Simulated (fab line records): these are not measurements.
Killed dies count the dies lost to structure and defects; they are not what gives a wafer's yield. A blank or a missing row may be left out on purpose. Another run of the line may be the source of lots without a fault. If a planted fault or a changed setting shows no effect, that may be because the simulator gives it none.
Chamber matching :: flow nand harc :: NHARC_A_CHANNEL_FILL_D1_ALD_25 on ald hk-03: 4 sister chambers
The step deposits SiOx, target thk 60 nm, pulse time 10 s, ald cycles 600. 4 wafers are shown with their chamber, then 8 later ones without.

## WAFERS WITH THEIR CHAMBER
wafer: L082.6
chamber: 0
heater power outer w (W): 269

wafer: L084.4
chamber: 3
heater power outer w (W): 242

wafer: L089.3
chamber: 1
heater power outer w (W): 265

wafer: L091.2
chamber: 2
heater power outer w (W): 282

## WAFERS WITHOUT THEIR CHAMBER
wafer: L091.3
heater power outer w (W): 244

wafer: L091.4
heater power outer w (W): 264

wafer: L093.3
heater power outer w (W): 277

wafer: L093.4
heater power outer w (W): 245

wafer: L093.5
heater power outer w (W): 230

wafer: L096.4
heater power outer w (W): 277

wafer: L096.2
heater power outer w (W): 252

wafer: L096.3
heater power outer w (W): 283

## WHICH CHAMBER EACH WENT THROUGH
wafer: L091.3
from the rows above: 3
in truth: 3

wafer: L091.4
from the rows above: can't be placed: 1 or 0
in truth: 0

wafer: L093.3
from the rows above: can't be placed: 2 or 0 or 1
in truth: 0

wafer: L093.4
from the rows above: 3
in truth: 3

wafer: L093.5
from the rows above: 3
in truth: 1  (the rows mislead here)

wafer: L096.4
from the rows above: can't be placed: 2 or 0 or 1
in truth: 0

wafer: L096.2
from the rows above: can't be placed: 3 or 1 or 0
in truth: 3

wafer: L096.3
from the rows above: 2
in truth: 2
Placed correctly: 3 of 8. Cannot be placed on the basis of these rows: 4; the candidates contain the true chamber in 4. 1 placed wrongly.
How it was worked out, from the rows above alone: a wafer's distance from a chamber is the root of the sum, over the readings, of the square of ((its reading less the chamber's mean) divided by the reading's scatter). If the next closest chamber is less than 2 further off than the closest, the wafer can't be placed; otherwise it belongs to the closest. Each chamber's mean is taken over the wafers shown for it. The scatter (one wafer shown for each chamber): square how far every hidden wafer sits from the nearest shown wafer, average those squares and take the square root.
